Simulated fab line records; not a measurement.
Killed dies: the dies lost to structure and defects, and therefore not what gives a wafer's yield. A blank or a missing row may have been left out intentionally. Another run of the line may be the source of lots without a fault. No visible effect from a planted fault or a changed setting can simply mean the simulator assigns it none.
fab line records + flow n5-finfet
[record]
- lots = 3
- wafers = 9
- last-day = 17
route steps=1938 shown FIN_SAQP@114 FIN_CUT@154 BEOL_M4@1111 PASSIVATION@1936
lots that met no fault: taken from a fault-free run of the same line
start-h: hours from the record's opening day to when the first of the lot's shown wafers began + wait-h: hours elapsed since this lot's preceding step + " same as the row above + L1.1+2: a single row standing in for several wafers + - value missing, or start not given + * or withheld: withheld + < > ~ a bound
route shown NAME@n: names a module that has steps shown in the file, with the first one's number in the route + usual: average and standard deviation across the fault-free wafers + same: alike in all rows + chamber/n: place in a boat + sites: the reading at each site + _std_site: standard deviation of those values + _edge_site: mean of outer sites minus mean of inner sites + radius-mm: for every site, how far away it sits from the centre of the wafer + mask NAME#n: copy n + behind: tool/chamber where the wafer was last shaped + hold: why the lot went on hold/how many hours it stayed there/how the hold came to an end + device: names the non-switching transistor (n, p or np) + end of line: tests run on the same wafers once the route is complete + step lacking rows: just its recipe + killed: dies lost to structure and defects at the first sort, not the wafer's yield + map: per-die view of a wafer (x killed, . not killed, _ where there is no die)
set.NAME: setting as actually run; set.NAME@STEP: the setting as run at that earlier step + model.NAME: the simulator's own value behind a step, which no gauge read
certain route steps with their lots: each step a table, each wafer a row
services: the hour from which a tool's chamber was out of use, counted from the record's first day as start-h (under 0 if before that day), plus the number of hours and why
[[steps]]
[step N5_FIN_SAQP_DESCUM_21]
[recipe]
- chemistry = O2
- time-s = 7.9
- source-power-w = 50
- bias-power-w = 20
- pressure-mtorr = 20
- rf-frequency-hz = 2.712e+07
- temp-c = 40
- resist = CAR-ArF
- o2-flow-sccm = 225
[step N5_FIN_SAQP_ETCH_51]
[recipe]
- chemistry = CF4
- target = SiARC
- target-depth-a = 455
- mask-material = CAR-ArF
- time-s = 75.8
- ion-energy-ev = 80
- pressure-mtorr = 40
- source-w = 545
- bias-w = 36
- Ar_flow_sccm = 100
- cf4-flow-sccm = 100
- ends = cleared
[step N5_FIN_SAQP_ETCH_52]
[recipe]
- chemistry = N2/H2
- target = SOC
- target-depth-a = 1000
- overetch-a = 200
- mask-material = SiARC
- temp-c = 40
- time-s = 150
- ion-energy-ev = 200
- pressure-mtorr = 30
- source-w = 840
- bias-w = 150
- n2-flow-sccm = 200
- h2-flow-sccm = 200
- ends = end-point
[step N5_FIN_SAQP_STRIP_53]
[recipe]
- chemistry = N2/H2
- temp-c = 40
- n2-flow-sccm = 200
- h2-flow-sccm = 200
- rf-frequency-hz = 6e+07
[step N5_FIN_SAQP_HM_OPEN_73]
[recipe]
- chemistry = CHF3/O2
- target = SiO2
- stop-on = a-Si
- target-depth-a = 120
- over-etch-frac = 1.8
- mask-material = SOC
- time-s = 16.8
- pressure-mtorr = 30
- source-w = 650
- bias-w = 170
- Ar_flow_sccm = 200
- CHF3_flow_sccm = 50
- O2_flow_sccm = 5
- ion-energy-ev = 200
- ends = end-point
[step N5_FIN_SAQP_STRIP_74]
[recipe]
- chemistry = CHF3/O2
- resist = SiARC
- rf-frequency-hz = 6e+07
[step N5_FIN_SAQP_MANDREL_ETCH_22]
[recipe]
- target-depth-a = 600
- chemistry = HBr/Cl2
- target = a-Si
- stop-on = SiNx
- bt-time-s = 10
- over-etch-frac = 0.5
- time-s = 30
- pressure-mtorr = 10
- icp-w = 800
- bias-w = 75
- HBr_flow_sccm = 150
- Cl2_flow_sccm = 80
- ends = end-point
[step N5_FIN_SAQP_STRIP_55]
[recipe]
- chemistry = N2/H2
- power-w = 500
- temp-c = 40
- pressure-mtorr = 50
- rf-frequency-hz = 6e+07
- overash-fraction = 0.3
- bias-power-w = 28
- h2-frac = 0.5
- n2-flow-sccm = 300
- h2-flow-sccm = 300
[step N5_FIN_SAQP_STRIP_23]
[recipe]
- chemistry = SPM
- time-s = 750
- temp-c = 130
- h2so4-h2o2-vol-ratio = 4
[step N5_FIN_SAQP_SRD_66]
[recipe]
- dry = ipa-marangoni
- time-s = 30
- temp-c = 23
- rinse-liquid = diw
[step N5_FIN_SAQP_RECESS_75]
[recipe]
- chemistry = HF/NH3
- target = SiO2
- target-depth-a = 144
- afs-cycles = 3
- temp-c = 30
- sublimation-temp-c = 180
- sublimation-time-s = 60
[step N5_FIN_SAQP_SPACER1_ALD_24]
[recipe]
- material = SiO2
- target-thk-a = 203
- temp-c = 300
- ald-precursor-family = BDEAS
- ald-co-reactant = O2-plasma
- pulse-time-s = 1
- purge-time-s = 2
- co-reactant-purge-time-s = 2
- ald-cycles = 218
- pressure-torr = 2
[step N5_FIN_SAQP_SPACER1_ETCHBACK_25]
[recipe]
- chemistry = CHF3/O2
- mode = anisotropic-etchback
- target = SiO2
- target-depth-a = 244
- time-s = 12.2
- pressure-mtorr = 30
- source-w = 650
- bias-w = 170
- Ar_flow_sccm = 200
- CHF3_flow_sccm = 50
- O2_flow_sccm = 5
- ion-energy-ev = 200
[usual]
- bias-w = 170.0/0.54
- drypump-motor-current-A = 5.7/0.46
- oes_ar_750_au = 0.76/0.082
- oes_f_703_au = 0.76/0.082
- oes_o_777_au = 0.76/0.082
- oes-product-au = 0.76/0.088
- rf-vpp-V = 527/6.5
- showerhead-plenum-p-Torr = 2.41/0.091
- throttle-valve-pct = 18.96/0.27
| lot.wafer | tool        | chamber | start-h | wait-h | bias-w | drypump-motor-current-A | oes_ar_750_au | oes_f_703_au | oes_o_777_au | oes-product-au | rf-hours-counter-h | rf-vpp-V | showerhead-plenum-p-Torr | throttle-valve-pct |
|-----------|-------------|---------|---------|--------|--------|-------------------------|---------------|--------------|--------------|----------------|--------------------|----------|--------------------------|--------------------|
| L407.2    | rie-diel-06 | 0       | 36.15   | 0.4    | 169.9  | 5.8                     | 0.71          | 0.71         | 0.72         | 0.72           | 184                | 515      | 2.39                     | 19.19              |
| L407.5    | "           | 1       | "       | "      | 170.0  | 5.9                     | 0.72          | 0.72         | 0.71         | 0.70           | -                  | 522      | 2.30                     | 19.37              |
| L407.6    | "           | 0       | "       | "      | 170.3  | 5.8                     | 0.71          | 0.72         | 0.72         | 0.71           | -                  | 515      | 2.39                     | 19.17              |
| L412.3    | rie-diel-02 | 2       | 66.19   | 0.4    | 170.4  | 5.9                     | 0.77          | 0.76         | 0.77         | 0.76           | 155                | 534      | 2.50                     | 18.73              |
| L412.4    | "           | 1       | "       | "      | 170.2  | 6.6                     | 0.86          | 0.87         | 0.86         | 0.85           | 50                 | 527      | 2.54                     | 18.51              |
| L412.6    | "           | 0       | "       | "      | 170.1  | 6.4                     | 0.78          | 0.79         | 0.79         | 0.78           | -                  | 528      | 2.41                     | 18.64              |
| L426.1    | rie-diel-06 | 2       | 151.64  | 0.8    | 169.9  | 5.1                     | 0.73          | 0.74         | 0.74         | 0.73           | 173                | 524      | 2.30                     | 19.19              |
| L426.5    | "           | 1       | "       | "      | 170.0  | 5.9                     | 0.69          | 0.69         | 0.69         | 0.56           | -                  | 524      | 2.28                     | 19.39              |
| L426.6    | "           | 0       | "       | "      | 169.6  | 5.8                     | 0.69          | 0.69         | 0.69         | 0.69           | -                  | 517      | 2.37                     | 19.23              |
[step N5_FIN_SAQP_MANDREL1_REMOVE_56]
[recipe]
- chemistry = HBr/Cl2/O2
- bt-time-s = 10
- target = a-Si
- stop-on = SiNx
- endpoint = OES-SiCl
- over-etch-frac = 1
- icp-w = 600
- bias-w = 22
- HBr_flow_sccm = 150
- Cl2_flow_sccm = 80
- O2_flow_sccm = 5
- pressure-mtorr = 10
[usual]
- bias-w = 22.00/0.068
- drypump-motor-current-A = 5.7/0.56
- oes_o_777_au = 1.017/0.026
- oes-product-au = 1.010/0.015
- throttle-valve-pct = 36.65/0.23
| lot.wafer | tool      | chamber | start-h | wait-h | bias-w | drypump-motor-current-A | oes_o_777_au | oes-product-au | rf-hours-counter-h | throttle-valve-pct |
|-----------|-----------|---------|---------|--------|--------|-------------------------|--------------|----------------|--------------------|--------------------|
| L407.2    | rie-si-03 | 2       | 36.24   | 0.1    | 22.09  | 5.6                     | 1.017        | 0.991          | 1                  | 36.75              |
| L407.5    | "         | 0       | "       | "      | 22.01  | 5.4                     | 0.977        | 0.977          | -                  | 36.26              |
| L407.6    | "         | 3       | "       | "      | 21.87  | 6.1                     | 1.058        | 1.030          | -                  | 36.68              |
| L412.3    | rie-si-01 | 1       | 66.27   | 0.1    | 22.00  | 5.3                     | 0.974        | 0.992          | 14                 | 37.09              |
| L412.4    | "         | 0       | "       | "      | 21.92  | 5.1                     | 1.025        | 1.016          | 42                 | 36.79              |
| L412.6    | "         | 3       | "       | "      | 21.96  | 5.1                     | 1.020        | 0.997          | -                  | 36.66              |
| L426.1    | rie-si-04 | 3       | 151.73  | 0.1    | 22.00  | 6.3                     | 1.020        | 1.025          | 129                | 36.41              |
| L426.5    | "         | 1       | "       | "      | 21.98  | 4.9                     | 0.990        | 0.623          | -                  | 36.88              |
| L426.6    | "         | 0       | "       | "      | 22.04  | 5.7                     | 1.037        | 1.019          | -                  | 36.63              |
[step N5_FIN_SAQP_ETCH_57]
[recipe]
- chemistry = CH3F/O2
- target = SiNx
- mask-material = SiO2
- target-depth-a = 325
- time-s = 46.4
- pressure-mtorr = 30
- source-w = 395
- bias-w = 73
- Ar_flow_sccm = 150
- CH3F_flow_sccm = 30
- O2_flow_sccm = 20
- ion-energy-ev = 120
- ends = cleared
[step N5_FIN_SAQP_ETCH_65]
[recipe]
- chemistry = CF4
- target = SiO2
- target-depth-a = 40
- ion-energy-ev = 350
- time-s = 4.4
- pressure-mtorr = 10
- icp-w = 800
- bias-w = 400
- cf4-flow-sccm = 80
[step N5_FIN_SAQP_MANDREL_ETCH_58]
[recipe]
- chemistry = HBr/Cl2
- target = a-Si
- target-depth-a = 450
- bt-time-s = 10
- stop-on = SiNx
- mask-material = SiO2
- over-etch-frac = 0.8
- time-s = 27
- pressure-mtorr = 10
- icp-w = 800
- bias-w = 75
- HBr_flow_sccm = 150
- Cl2_flow_sccm = 80
- ends = end-point
[usual]
- bias-w = 74.99/0.21
- drypump-motor-current-A = 5.6/0.48
- oes-product-au = 0.703/0.012
- throttle-valve-pct = 35.56/0.24
| lot.wafer | tool      | chamber | start-h | wait-h | bias-w | drypump-motor-current-A | oes-product-au | rf-hours-counter-h | throttle-valve-pct |
|-----------|-----------|---------|---------|--------|--------|-------------------------|----------------|--------------------|--------------------|
| L407.2    | rie-si-01 | 3       | 36.54   | 0.0    | 74.62  | 5.1                     | 0.702          | 113                | 35.54              |
| L407.5    | "         | 0       | "       | "      | 75.08  | 5.1                     | 0.722          | -                  | 35.60              |
| L407.6    | "         | 1       | "       | "      | 74.93  | 5.4                     | 0.704          | -                  | 35.93              |
| L412.3    | rie-si-04 | 3       | 66.57   | 0.0    | 74.98  | 6.3                     | 0.700          | 127                | 35.29              |
| L412.4    | "         | 2       | "       | "      | 75.26  | 6.7                     | 0.697          | 96                 | 35.19              |
| L412.6    | "         | 1       | "       | "      | 74.99  | 4.9                     | 0.713          | -                  | 35.75              |
| L426.1    | rie-si-03 | 2       | 152.13  | 0.0    | 74.76  | 5.5                     | 0.694          | 4                  | 35.63              |
| L426.5    | "         | 1       | "       | "      | 75.11  | 5.9                     | 0.467          | -                  | 36.34              |
| L426.6    | "         | 2       | "       | "      | 75.16  | 5.6                     | 0.697          | -                  | 35.62              |
[step N5_FIN_SAQP_RECESS_63]
[recipe]
- chemistry = HF/NH3
- target = SiO2
- target-depth-a = 180
- afs-cycles = 3
- temp-c = 30
- sublimation-temp-c = 180
- sublimation-time-s = 60
[step N5_FIN_SAQP_COAT_68]
[recipe]
- resist = SOC
- temp-c = 250
- time-s = 60
- spin-rpm = 1500
- resist-thk-nm = 100
[step N5_FIN_SAQP_ETCH_69]
[recipe]
- chemistry = N2/H2
- target = SOC
- target-depth-a = 1500
- stop-on = SiNx
- ion-energy-ev = 100
- bias-w = 61
- pressure-mtorr = 30
- source-w = 850
- n2-flow-sccm = 200
- h2-flow-sccm = 200
[step N5_FIN_SAQP_ETCH_67]
[recipe]
- chemistry = CH3F/O2
- target = SiNx
- target-depth-a = 300
- mask-material = SOC
- pressure-mtorr = 30
- source-w = 395
- bias-w = 73
- Ar_flow_sccm = 150
- CH3F_flow_sccm = 30
- O2_flow_sccm = 20
- ion-energy-ev = 120
[step N5_FIN_SAQP_STRIP_70]
[recipe]
- chemistry = N2/H2
- power-w = 500
- temp-c = 40
- pressure-mtorr = 50
- rf-frequency-hz = 6e+07
- overash-fraction = 0.3
- bias-power-w = 28
- h2-frac = 0.5
- n2-flow-sccm = 300
- h2-flow-sccm = 300
[step N5_FIN_SAQP_RECESS_71]
[recipe]
- chemistry = HF/NH3
- target = SiO2
- target-depth-a = 30
- afs-cycles = 1
- temp-c = 30
- sublimation-temp-c = 180
- sublimation-time-s = 60
[step N5_FIN_SAQP_SPACER2_ALD_28]
[recipe]
- material = SiO2
- target-thk-a = 81
- temp-c = 300
- ald-precursor-family = BDEAS
- ald-co-reactant = O2-plasma
- pulse-time-s = 1
- purge-time-s = 2
- co-reactant-purge-time-s = 2
- pressure-torr = 2
[step N5_FIN_SAQP_SPACER2_ETCHBACK_29]
[recipe]
- chemistry = CHF3/O2
- mode = anisotropic-etchback
- target = SiO2
- target-depth-a = 122
- time-s = 6.1
- pressure-mtorr = 30
- source-w = 650
- bias-w = 170
- Ar_flow_sccm = 200
- CHF3_flow_sccm = 50
- O2_flow_sccm = 5
- ion-energy-ev = 200
[step N5_FIN_SAQP_MANDREL2_REMOVE_60]
[recipe]
- chemistry = HBr/Cl2/O2
- bt-time-s = 10
- target = a-Si
- stop-on = SiNx
- endpoint = OES-SiCl
- over-etch-frac = 1
- icp-w = 600
- bias-w = 22
- HBr_flow_sccm = 150
- Cl2_flow_sccm = 80
- O2_flow_sccm = 5
- pressure-mtorr = 10
[step N5_FIN_SAQP_HM_OPEN_33]
[recipe]
- chemistry = CH3F/O2
- target = SiNx
- mask-material = SiO2
- target-depth-a = 494
- time-s = 70.6
- pressure-mtorr = 30
- source-w = 395
- bias-w = 73
- Ar_flow_sccm = 150
- CH3F_flow_sccm = 30
- O2_flow_sccm = 20
- ion-energy-ev = 120
- ends = cleared
[step N5_FIN_SAQP_ETCH_34]
[recipe]
- chemistry = C4F6/O2
- target = SiO2
- target-depth-a = 450
- time-s = 15
- ion-energy-ev = 250
- pressure-mtorr = 30
- source-w = 345
- bias-w = 185
- Ar_flow_sccm = 300
- C4F6_flow_sccm = 10
- O2_flow_sccm = 10
- ends = cleared
[step N5_FIN_SAQP_STRIP_77]
[recipe]
- chemistry = N2/H2
- time-s = 90
- power-w = 100
- temp-c = 40
- pressure-mtorr = 100
- rf-frequency-hz = 6e+07
- bias-power-w = 3
- n2-flow-sccm = 300
- h2-flow-sccm = 300
[step N5_FIN_SAQP_ETCH_64]
[recipe]
- chemistry = CF4
- target = SiO2
- target-depth-a = 15
- ion-energy-ev = 350
- pressure-mtorr = 10
- icp-w = 800
- bias-w = 400
- cf4-flow-sccm = 80
[step N5_FIN_SAQP_FIN_ETCH_36]
[recipe]
- chemistry = HBr/Cl2/O2
- target-depth-a = 1200
- mask-material = SiNx
- time-s = 50.4
- bias-w = 102
- pressure-mtorr = 10
- icp-w = 800
- HBr_flow_sccm = 150
- Cl2_flow_sccm = 80
- O2_flow_sccm = 12
[step N5_FIN_SAQP_PRECLEAN_38]
[recipe]
- chemistry = O3/DIW
- time-s = 45
- temp-c = 22
- o3-ppm = 10
[step N5_FIN_SAQP_PRECLEAN_45]
[recipe]
- chemistry = dHF
- time-s = 10
- dilution = 500:1
- temp-c = 25
[step N5_FIN_SAQP_SRD_39]
[recipe]
- dry = ipa-marangoni
- time-s = 30
- temp-c = 23
- rinse-liquid = diw
[step N5_FIN_CUT_COAT_18]
[recipe]
- resist = SOC
- temp-c = 250
- time-s = 60
- spin-rpm = 1500
- resist-thk-nm = 230
[step N5_FIN_CUT_COAT_19]
[recipe]
- resist = SiARC
- temp-c = 220
- time-s = 60
- spin-rpm = 1500
- resist-thk-nm = 20
[step N5_BEOL_M4_RC_MEAS_101]
[usual]
- DIBL_N = 35.9/1.4
- DIBL_P = 35.9/1.7
- IOFF_N = 0.155/0.023
- IOFF_P = 0.201/0.029
- ION_N = 672/8.8
- ION_P = 460/7
- SS_N = 71.6/0.48
- SS_P = 73.1/0.64
- VT_N = 250.0/3
- VT_P = -251.6/3
| lot.wafer | tool      | chamber | start-h | wait-h | DIBL_N[mV/V] | DIBL_P[mV/V] | IOFF_N[nA/um] | IOFF_P[nA/um] | ION_N[uA/um] | ION_P[uA/um] | SS_N[mV/dec] | SS_P[mV/dec] | VT_N[mV] | VT_P[mV] |
|-----------|-----------|---------|---------|--------|--------------|--------------|---------------|---------------|--------------|--------------|--------------|--------------|----------|----------|
| L407.2    | prober-02 | 0       | 183.09  | 0.2    | 34.8         | 33.7         | 0.131         | 0.188         | 665          | 462          | 71.6         | 71.9         | 254.0    | -249.1   |
| L407.5    | "         | 0       | "       | "      | 35.7         | 34.9         | 0.139         | 0.206         | 666          | 462          | 71.8         | 73.1         | 251.4    | -247.9   |
| L407.6    | "         | 0       | "       | "      | 36.3         | 36.9         | 0.167         | 0.238         | 673          | 464          | 71.9         | 73.9         | 247.6    | -244.8   |
| L412.3    | prober-02 | 0       | 217.06  | 0.3    | 34.9         | 34.5         | 0.138         | 0.151         | 662          | 449          | 71.9         | 72.6         | 251.5    | -256.6   |
| L412.4    | "         | 0       | "       | "      | 34.7         | 34.5         | 0.136         | 0.155         | 658          | 443          | 71.7         | 72.0         | 255.2    | -257.3   |
| L412.6    | "         | 0       | "       | "      | 36.6         | 36.0         | 0.159         | 0.171         | 664          | 444          | 72.0         | 73.5         | 250.5    | -255.5   |
| L426.1    | prober-01 | 0       | 304.23  | 0.0    | 35.2         | 36.3         | 0.178         | 0.210         | 670          | 457          | 71.9         | 73.7         | 245.9    | -247.7   |
| L426.6    | "         | 0       | "       | "      | 34.4         | 35.6         | 0.162         | 0.198         | 666          | 454          | 71.1         | 73.4         | 247.2    | -248.7   |
[step N5_PASSIVATION_PROBE_49]
[usual]
- defect-limited-yield = 91.7/1.5
- killed_at_M0_to_M3 = 30/8.6
- killed_at_M4_up = 12/4.5
- killed-at-contacts = 13/5.8
- killed-at-front-end = 38/11
- killed-at-other = 4/3
- killed-dies = 97/17
- killed-on-rim = 13/3.6
- killed-open = 63/12
- killed-short = 32/8.8
- sort_bin_5_function = 4.8/0.91
- sort_bin_6_memory = 3.1/0.68
- sort-n-pass = 1083/17
- sort-yield-pct = 91.7/1.5
[same]
- gross-dies = 1180
- killed-at-back-side = 0
- sort_bin_4_leakage[%] = 0
- sort_bin_8_speed[%] = 0
| lot.wafer | tool      | chamber | start-h | wait-h | defect-limited-yield[%] | killed_at_M0_to_M3 | killed_at_M4_up | killed-at-contacts | killed-at-front-end | killed-at-other | killed-dies | killed-on-rim | killed-open | killed-short | sort_bin_5_function[%] | sort_bin_6_memory[%] | sort-n-pass | sort-yield-pct[%] |
|-----------|-----------|---------|---------|--------|-------------------------|--------------------|-----------------|--------------------|---------------------|-----------------|-------------|---------------|-------------|--------------|------------------------|----------------------|-------------|-------------------|
| L426.5    | prober-02 | -       | 417.98  | 0.2    | 38.9                    | 22                 | 23              | 12                 | 661                 | 3               | 721         | 35            | 58          | 46           | 56.9                   | 3.9                  | 459         | 38.9              |
// killed by level:class
L426.5 FIN_SAQP:area-etchback=615 FIN_SAQP:geometric-particle:short=20 FIN_SAQP:geometric-particle:open=10 MOL_CONTACT_COAG:geometric-particle:open=8 BEOL_M1:geometric-particle:open=7 BEOL_M8:geometric-particle:open=7 STI_FIN_REVEAL:geometric-particle:open=5 BEOL_M4:geometric-particle:open=5
// map L426.5 (x killed, . not)
_________________.....xx.xx.x________________
______________.x....xx....xx.xxx_____________
___________....x.....xx.....xx.x..x__________
__________.............xx...xx.xx..._________
________x.........x..xx..xxxx.x..x...._______
_______......x....x..x..x.x.....xx.x...______
______..x.....x...xxxxxxxx.xxxx...xx...._____
_____xx.x...x..xxxxxxxxxxx..xx...........____
____xx..x.xx...xxxxxxxxxxxxxxxxx.x......x.___
___x..x......xxxxxxxxxxxxxxxxxxx..xx.x.....__
___xx...x..xxxxxxxxxxx.xxxxx.xxxxx.xxx.....__
__....xxxxxxxxxxxxxxxxxxxxxxxx.xx.x.xx.x...._
__.x..xxxxxxxxxxxxxxxxxxxxxxx..xxx.xxxx.x..._
_...xx..xxxxxxxxxxxxxxxxxxxxxxxx.x.xx..x.x...
_xx.x..xxxxxxxxxxxxxxxxxxxxxxxx.xxxxxxxxxx...
_.xx..xxxxxxxxxxxxxxxx.xxxxxx.xxxxxxxxx...x..
_xx..xxxxxxxxxxxxxxxxxx.xxxxxxxxxxx...x.....x
_xxxxxxxxxxxxxxxxxxxxxxx.xxxxxxx.xxxxxxxxxx..
_.xxx.xxxxxxxxxxxxxxxxxx.xxxxxxxx.x..x.x.....
_..xxxxxxx.xxxxxxxxxxxxxxxxxxxxxxxxxx........
_x.xx.xxxxxxxxxxxxxxxxxxxxxxxxxxxxxx.........
__xxxxxxxxxxxxxxxxxxxx.xxxxxxxxxxx.....x...._
__x.xxxxxxxxxxxxxxxxxx.xxxxxxxxxxxxx.x.....x_
___x.xxxxxxxxxxxxxx.xxxxxxxxxxxx.xxx...x...__
___..x.xxxxxxxxxxxxxxxx.x.xxxx.xxx.x...x...__
____.xxxxxxx.xxxxxxxxxx.xx.xxxxx.x........___
_____..x.xx.xxxxxx.x.x.x..xx....xxx......____
______.xx.xxxxxxxxxxxxx...xxxxx.x......x_____
_______..xx..xxxx.xxxxxxx.xx...........______
________x......xxx.x.xxxx.........x..._______
__________x..xx.xxx.xx....x......x.._________
___________....xxxx.x..x...........__________
______________....x...xx........_____________
_________________.x...x......________________
// map L407.5 (x killed, . not)
_________________....x.x.....________________
______________.................._____________
___________...x.................x..__________
__________.....x.....x..........x..._________
________x.........x..........x.x.....x_______
_______...............................x______
______................x.......x........._____
_____.........x.........x.........x......____
____........x.............................___
___.x...........x..x...x....x.x......x...x.__
___....................xx..................__
__.......................x...............x.._
__.....x............x...............x.x....._
_...x...............x....................x...
_................x...x..x.......x............
_......................x..........x..........
_.........xx..............................x..
_..........................x..........x......
_x......x...................................x
_.......xx..........x.......x........x.....x.
_.....x...............................x..x...
__...................x...........xx.......x._
__.................x.x.....................x_
___.....................x..xx..............__
___........x......x...x.....x.....x........__
____.....................x................___
_____...........x.....x.......x....x.....____
______.x................xx.x..........x._____
_______........x..x...............x...x______
________....................x.......x._______
__________...................x......_________
___________.x................x.....__________
______________.x..............x._____________
_________________....x.......________________
[[services]]
| tool        | chamber | start-h | hours | kind                          |
|-------------|---------|---------|-------|-------------------------------|
| rie-si-04   | -       | 21.28   | 2.8   | pm                            |
| rie-si-03   | 1       | 25.62   | 12.0  | repair                        |
| rie-diel-02 | 0       | 37.94   | 4.1   | repair                        |
| rie-diel-06 | 3       | 40.94   | 4.9   | repair                        |
| rie-si-01   | 3       | 46.02   | 3.3   | repair                        |
| rie-diel-06 | 3       | 51.35   | -     | clean                         |
| rie-diel-06 | 3       | 51.35   | -     | consumable-replace:focus-ring |
| rie-diel-06 | 3       | 51.35   | -     | consumable-replace:showerhead |
| rie-diel-06 | 3       | 51.35   | 26.0  | scheduled-down                |
| rie-diel-06 | 3       | 51.35   | 26.0  | vent-cycle                    |
| rie-diel-06 | 0       | 52.95   | 4.0   | repair                        |
| rie-diel-06 | 0       | 71.63   | 6.5   | repair                        |
| rie-diel-02 | -       | 77.79   | 0.1   | repair                        |
| rie-diel-02 | -       | 80.40   | 2.8   | pm                            |
| rie-si-01   | 0       | 97.66   | 6.8   | repair                        |
| rie-diel-06 | 1       | 99.50   | 6.9   | repair                        |
| rie-si-04   | -       | 111.63  | 2.9   | repair                        |
| rie-si-04   | -       | 118.74  | 14.6  | pm                            |
| rie-si-04   | 2       | 147.65  | 6.1   | repair                        |
[[key]]
[first-sign]
- step = N5_FIN_SAQP_MANDREL1_REMOVE_56
- reading = oes-product-au
- direction = down
- sigmas = 25
- usual = 1.010
- struck = 0.623
[effect]
- step = N5_FIN_SAQP_MANDREL_ETCH_58
- reading = oes-product-au
- direction = down
- sigmas = 19
- usual = 0.703
- struck = 0.467
[effect]
- step = N5_PASSIVATION_PROBE_49
- reading = sort_bin_5_function
- direction = up
- sigmas = 57
- usual = 4.8
- struck = 56.9
[more-kills-born-at]
- N5_FIN_SAQP_SPACER1_ETCHBACK_25@rie-diel-06 = 615
met-at N5_FIN_SAQP_SPACER1_ETCHBACK_25
struck-wafers L426.5
later-rows-left-out L426.5
onset-between 36.15 151.64
[fault]
- kind = process-parameter-drift
- tool = rie-diel-06
- chamber = -
- onset-h = 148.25
- steps = N5_FIN_SAQP_SPACER1_ETCHBACK_25
- channel = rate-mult
- offset = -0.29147
- shape = step
- end-h = 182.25
- scope = struck-wafers-only
// later-rows-left-out: the simulator's readings of these wafers behind a module that went badly wrong aren't trusted and aren't shown, but for the sort
